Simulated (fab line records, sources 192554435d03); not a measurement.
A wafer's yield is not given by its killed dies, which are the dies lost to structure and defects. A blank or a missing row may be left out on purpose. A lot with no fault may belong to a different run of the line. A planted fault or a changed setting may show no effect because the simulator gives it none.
Matching of chambers -- flow n5Finfet -- N5_DUMMY_GATE_STRIP_41 on rieDiel-05: 4 sister chambers
The step strips in O2. 18 wafers are shown with their chamber, then 9 later ones without.

WAFERS WITH THEIR CHAMBER
wafer,chamber,showerheadPlenumPTorr (Torr),throttleValvePct (%),drypumpMotorCurrentA (A)
L075.1,1,2.10,16.78,5.6
L075.5,2,2.11,16.57,5.2
L075.6,3,2.10,16.71,5.8
L077.2,0,2.21,16.90,5.8
L077.5,0,2.21,16.90,5.8
L077.6,1,2.10,16.77,5.6
L080.2,2,2.11,16.61,5.3
L080.3,0,2.21,16.91,5.8
L080.6,2,2.11,16.59,5.3
L082.1,1,2.10,16.78,5.5
L082.2,2,2.11,16.60,5.3
L082.5,2,2.11,16.60,5.3
L083.2,1,2.10,16.78,5.6
L083.5,1,2.10,16.78,5.6
L083.6,0,2.21,16.92,5.8
L086.1,2,2.11,16.62,5.3
L086.5,1,2.09,16.80,5.6
L086.6,0,2.20,16.93,5.8

SIGNATURES, as means of the wafers listed above
reading,chamber 0,chamber 1,chamber 2,chamber 3,scatter within a chamber
showerheadPlenumPTorr,2.2080,2.0983,2.1100,2.1000,0.00342
throttleValvePct,16.9120,16.7817,16.5983,16.7100,0.0137
drypumpMotorCurrentA,5.800,5.583,5.283,5.800,0.0345
Rule: distance of a wafer from a chamber = root of the sum over the readings of ((wafer's reading minus chamber's mean) / reading's scatter) squared. If the next closest chamber is less than 2 further off than the closest, the wafer can't be placed; otherwise it belongs to the closest. How the scatter is found: for the shown wafers, subtract from each reading the mean of its chamber, square and add these, divide the total by (wafers less chambers), then take the root.

WAFERS WITH NO CHAMBER GIVEN
wafer,showerheadPlenumPTorr (Torr),throttleValvePct (%),drypumpMotorCurrentA (A)
L088.1,2.10,16.62,5.3
L088.3,2.09,16.81,5.6
L088.5,2.10,16.64,5.3
L093.1,2.09,16.79,5.8
L093.4,2.20,16.96,5.8
L093.5,2.09,16.83,5.6
L095.2,2.09,16.76,5.8
L095.3,2.10,16.65,5.3
L095.4,2.09,16.82,5.5

CHAMBER TAKEN BY EACH
wafer,from the rows above,in truth
L088.1,2,2
L088.3,1,1
L088.5,2,2
L093.1,can't be placed: 3 or 1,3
L093.4,0,0
L093.5,1,1
L095.2,3,3
L095.3,2,2
L095.4,1,1
Correctly placed: 8 of 9. Cannot be placed on the basis of these rows: 1; the candidates contain the true chamber in 1. 0 placed wrongly.
